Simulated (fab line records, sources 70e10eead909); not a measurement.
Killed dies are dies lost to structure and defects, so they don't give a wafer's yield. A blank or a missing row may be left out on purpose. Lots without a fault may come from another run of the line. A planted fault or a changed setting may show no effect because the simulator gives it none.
One fault seen from 2 desks | flow nand_harc | each desk has only its own numbers; what lay behind them comes last

THE METROLOGY DESK
What the gauges read, lot by lot, whatever tool the lot ran on: means of the sampled wafers that have a number. A lot is out of limits, marked OUT, if its mean lies more than 4 standard deviations from the usual mean; the brackets give that distance.
Columns: A = cd_nm at NHARC_A_M0_CD_MEAS_09, usual 79.7 nm; B = cd_nm at NHARC_A_M0_CD_MEAS_16, usual 79.7 nm
lot  | first seen here | A               | B
L853 | day 23 10:35    | 80.4            | 80.2
L854 | day 24 11:10    | 79.1            | 79.5
L856 | day 24 22:07    | 80.2            | 79.8
L855 | day 25 12:17    | 79.0            | 79.8
L857 | day 26 08:04    | 79.9            | 79.6
L863 | day 27 18:50    | 83.5 (+4.2) OUT | 82.3
L873 | day 31 01:38    | 80.7            | 80.5
L871 | day 31 01:58    | 78.3            | 78.9
L872 | day 31 07:22    | 80.9            | 80.7
L874 | day 32 18:43    | 78.4            | 78.8
This desk's finding: out of limits on L863; first on L863, day 27 18:50 (cd_nm at NHARC_A_M0_CD_MEAS_09). In limits: L853, L854, L856, L855, L857, L873, L871, L872, L874.

THE TOOL OWNER'S DESK: litho_track-06
The tool's own readings at NHARC_A_M0_PEB_07 (peb time 65 s): means of the sampled wafers that have a number, for each lot that ran on this tool. A lot is out of limits, marked OUT, if its mean lies more than 4 standard deviations from the usual mean; the brackets give that distance.
Columns: A = chill_plate_temp_C at NHARC_A_M0_PEB_07, usual 23.00 C
lot  | first seen here | A
L853 | day 23 10:31    | 22.95
L856 | day 24 22:02    | 23.05
L857 | day 26 07:59    | 22.96
L863 | day 27 18:45    | 22.99
L872 | day 31 07:16    | 22.98
This desk's finding: nothing out of limits on any of the 5 lots.

PUT TOGETHER
The metrology desk could have raised an alarm at day 27 18:50, on L863.
The tool owner's desk saw nothing out of limits.
The tool owner's desk has L863 on record, within its limits.
Of the lots named, all ran NHARC_A_M0_PEB_07 on litho_track-06.

WHAT THE SIMULATOR HAD PUT IN
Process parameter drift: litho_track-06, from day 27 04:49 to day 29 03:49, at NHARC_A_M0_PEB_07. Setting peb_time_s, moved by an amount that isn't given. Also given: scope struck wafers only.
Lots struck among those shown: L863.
Hours from the fault's start to each desk's first reading out of limits: the metrology desk, 14.
